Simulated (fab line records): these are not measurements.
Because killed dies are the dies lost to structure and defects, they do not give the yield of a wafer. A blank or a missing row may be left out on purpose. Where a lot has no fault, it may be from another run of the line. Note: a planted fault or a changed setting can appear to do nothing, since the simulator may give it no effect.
Matching of chambers    flow nand-harc    NHARC_A_M0_CMP_23 on cmp-02: 4 sister chambers
The step polishes, t overpolish 20 s, target thk 113.75 nm. 4 wafers are shown with their chamber, then 7 later ones without.

WAFERS PAIRED WITH THEIR CHAMBERS
wafer   chamber  motor-current-A (A)
L332.2  1        11.1
L332.6  0        11.7
L336.1  2        12.6
L336.2  3        11.6

WAFERS MISSING THEIR CHAMBER
wafer   motor-current-A (A)
L336.4  12.3
L339.2  11.4
L339.3  13.0
L339.4  12.5
L342.1  13.6
L342.2  11.9
L342.3  11.7

WHICH CHAMBER EACH ONE RAN IN
wafer   from the rows above                in truth
L336.4  can't be placed: 2 or 0 or 3       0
L339.2  can't be placed: 3 or 0 or 1       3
L339.3  2                                  2
L339.4  can't be placed: 2 or 0 or 3       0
L342.1  2                                  2
L342.2  can't be placed: 0 or 3 or 2 or 1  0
L342.3  can't be placed: 0 or 3 or 1       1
Placed correctly: 2 of 7. Not placeable from these rows: 5 (in 5, the candidates include the true chamber). Number placed wrongly: 0.
How it was worked out, from the rows above alone: a wafer's distance from a chamber is the root of the sum, over the readings, of the square of ((its reading less the chamber's mean) divided by the reading's scatter). The wafer belongs to the nearest chamber; if the next one is less than 2 further off, it can't be placed. The mean given for a chamber averages the wafers shown for that chamber. The scatter (one wafer shown for each chamber): square how far every hidden wafer sits from the nearest shown wafer, average those squares and take the square root.
